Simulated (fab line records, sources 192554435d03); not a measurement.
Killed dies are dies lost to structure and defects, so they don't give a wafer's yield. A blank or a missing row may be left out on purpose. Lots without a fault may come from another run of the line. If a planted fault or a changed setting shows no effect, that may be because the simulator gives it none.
A struck lot beside a sound one :: flow n5Finfet :: 31 out of 1938 route steps
Sound: the wafers L830.1, L830.4, L830.5. Struck: wafer L843.4. (L843.1, L843.3 of the same lot were not struck and are left out.) The cause comes at the end.
Order at every step that has rows: each side's tool, ch and its chambers, its first start. Under that, the readings that differ: sound wafers :: struck wafers :: difference of the means :: sigmas: that difference in standard deviations of wafers without a fault.
alike: readings with means less than 2 such deviations apart, plus words and numbers identical on both sides. not compared: withheld readings, readings lacking a value on some wafer, bounds such as >300 that could conceal the same value, and numbers that have no deviation in the record and whose values overlap.
The two part at a step that has a row with sigmas, a row that says differs or no value, or rows on one side only. Non-overlapping numbers with no deviation appear without sigmas and do not part them. A reading missing from all wafers of one side parts the sides only when that side holds two or more wafers.

first, 6 steps without rows for these wafers: N5_BEOL_M14_EBR_06; N5_BEOL_M14_SOFTBAKE_05 (time 60 s); N5_BEOL_M14_EXPOSE_07 (exposes mask V13); N5_BEOL_M14_PEB_08 (peb time 90 s); N5_BEOL_M14_DEVELOP_09 (develop time 45 s); N5_BEOL_M14_HARDBAKE_14 (time 120 s).
N5_BEOL_M14_CD_MEAS_10: target cd 250 nm.
  sound on cdSem-03 ch 0, day 11 10:19; struck on cdSem-01 ch 0, day 14 20:21
  alike: cdNm
N5_BEOL_M14_OVL_MEAS_11:
  sound on overlay-02 ch 0, day 11 10:20; struck on overlay-01 ch 0, day 14 20:23
  alike: V13_OVL
N5_BEOL_M14_INSPECT_12: inspects for defects (macro).
  sound on defectInspect-02, day 11 10:22; struck on defectInspect-01, day 14 20:24
reading: rawDefectCount
sound: 1 1 1
struck: 4
difference: +3
sigmas: +2
N5_BEOL_M14_DESCUM_15: chemistry O2, time 7.9 s.
  sound on rieDiel-03 ch 0,2, day 11 10:24; struck on rieDiel-03 ch 1, day 14 20:26
reading: oesProductAu (a.u.)
sound: 0.96 0.86 0.95
struck: 0.74
difference: -0.18
sigmas: -2

reading: rfVppV (V)
sound: 244.2 243.7 243.6
struck: 240.9
difference: -2.9
sigmas: -2

reading: throttleValvePct (%)
sound: 19.97 20.19 19.97
struck: 20.60
difference: +0.56
sigmas: +2
  alike: drypumpMotorCurrentA, showerheadPlenumPTorr
  not compared: rfHoursCounterH
N5_BEOL_M14_ETCH_59: etches BARC in N2/H2, target depth 89 nm, overetch 26.7 nm, time 67.9 s.
  sound on rieDiel-03 ch 0,2, day 11 10:26; struck on rieDiel-03 ch 1, day 14 20:28
reading: oesProductAu (a.u.)
sound: 0.80 0.73 0.80
struck: 0.65
difference: -0.13
sigmas: -2

reading: rfVppV (V)
sound: 526.5 526.5 523.2
struck: 519.1
difference: -6.3
sigmas: -3

reading: showerheadPlenumPTorr (Torr)
sound: 2.61 2.55 2.61
struck: 2.40
difference: -0.19
sigmas: -2
  alike: drypumpMotorCurrentA, throttleValvePct
  not compared: rfHoursCounterH
N5_BEOL_M14_VIA_ETCH_16: etches SiO2 in C4F8/O2/Ar, target depth 1231.3 nm.
  sound on rieDiel-03 ch 0,2, day 11 10:29; struck on rieDiel-03 ch 1, day 14 20:31
reading: oesProductAu (a.u.)
sound: 0.86 0.76 0.86
struck: 0.67
difference: -0.16
sigmas: -2

reading: showerheadPlenumPTorr (Torr)
sound: 3.53 3.48 3.53
struck: 3.27
difference: -0.24
sigmas: -2
  alike: drypumpMotorCurrentA, rfVppV, throttleValvePct
N5_BEOL_M14_STRIP_63: strips in O2.
  sound on rieDiel-03 ch 0,2, day 11 10:00; struck on rieDiel-03 ch 1, day 14 20:00
reading: oesProductAu (a.u.)
sound: 0.95 0.85 0.95
struck: 0.75
difference: -0.17
sigmas: -2

reading: throttleValvePct (%)
sound: 16.20 16.41 16.23
struck: 16.81
difference: +0.53
sigmas: +2
  alike: drypumpMotorCurrentA, rfVppV, showerheadPlenumPTorr
  not compared: rfHoursCounterH
N5_BEOL_M14_STRIP_64: strips in O2.
  sound: rieDiel-03 ch 0,2; struck: rieDiel-03 ch 1
reading: oesProductAu (a.u.)
sound: 0.94 0.86 0.94
struck: 0.75
difference: -0.16
sigmas: -2

reading: rfVppV (V)
sound: 5.6 3.8 5.3
struck: 3.8
difference: -1.1
sigmas: -2

reading: throttleValvePct (%)
sound: 16.22 16.44 16.24
struck: 16.82
difference: +0.52
sigmas: +2
  alike: drypumpMotorCurrentA, showerheadPlenumPTorr
  not compared: rfHoursCounterH
then, 2 steps without rows for these wafers: N5_BEOL_M14_STRIP_71 (strips in post etch residue remover, time 60 s); N5_BEOL_M14_SRD_72 (time 30 s, dry time 30 s).
N5_BEOL_M14_CD_MEAS_17: target cd 250 nm.
  sound on cdSem-01, day 11 10:50; struck on cdSem-02, day 14 20:52
  alike: cdNm
then, 9 steps without rows for these wafers: N5_BEOL_M14_COAT_65 (time 60 s, resist thk 450 nm); N5_BEOL_M14_COAT_66 (time 60 s, resist thk 110 nm); N5_BEOL_M14_COAT_22 (resist thk 300 nm); N5_BEOL_M14_EBR_24; N5_BEOL_M14_SOFTBAKE_23 (time 60 s); N5_BEOL_M14_EXPOSE_25 (exposes mask M14, target cd 280 nm); N5_BEOL_M14_PEB_26 (peb time 90 s); N5_BEOL_M14_DEVELOP_27 (develop time 45 s); N5_BEOL_M14_HARDBAKE_32 (time 120 s).
N5_BEOL_M14_CD_MEAS_28: target cd 284.4 nm.
  sound on cdSem-01 ch 0, day 11 11:10; struck on cdSem-02 ch 0, day 14 21:19
  alike: cdNm
N5_BEOL_M14_OVL_MEAS_29:
  sound on overlay-02 ch 0, day 11 11:11; struck on overlay-01 ch 0, day 14 21:21
  alike: M14_OVL
N5_BEOL_M14_INSPECT_30: inspects for defects (macro).
  sound on defectInspect-02, day 11 11:13; struck on defectInspect-02, day 14 21:23
reading: rawDefectCount
sound: 1 2 2
struck: 242
difference: +240
sigmas: +99 or more
N5_BEOL_M14_DESCUM_33: chemistry O2, time 7.9 s.
  sound on rieDiel-02 ch 0,1, day 11 11:22; struck on rieDiel-03 ch 1, day 14 21:41
  alike: drypumpMotorCurrentA, oesProductAu, rfVppV, showerheadPlenumPTorr, throttleValvePct
  not compared: rfHoursCounterH
N5_PASSIVATION_PROBE_49:
  sound on prober-01, day 12 13:31; struck on prober-02, day 15 22:14
reading: defectLimitedYield (%)
sound: 89.6 92.5 93.0
struck: 84.2
difference: -7.5
sigmas: -5

reading: killed_at_M4_up
sound: 19 19 8
struck: 103
difference: +88
sigmas: +19

reading: killedDies
sound: 123 89 83
struck: 187
difference: +89
sigmas: +6

reading: sort_bin_5_function (%)
sound: 6.1 5.0 3.7
struck: 10.1
difference: +5.2
sigmas: +6

reading: sort_bin_6_memory (%)
sound: 4.2 2.4 2.9
struck: 4.6
difference: +1.4
sigmas: +2

reading: sortNPass
sound: 1054 1091 1097
struck: 993
difference: -88
sigmas: -5

reading: sortYieldPct (%)
sound: 89.3 92.5 93.0
struck: 84.2
difference: -7.4
sigmas: -5
  alike: killed_at_M0_to_M3, killedAtContacts, killedAtFrontEnd, killedAtOther, killedOpen, killedShort, sort_bin_4_leakage

## WHERE THEY PART
Last at N5_PASSIVATION_PROBE_49 as far as this record goes, first at N5_BEOL_M14_INSPECT_12.

WHY: what had been put in by the simulator
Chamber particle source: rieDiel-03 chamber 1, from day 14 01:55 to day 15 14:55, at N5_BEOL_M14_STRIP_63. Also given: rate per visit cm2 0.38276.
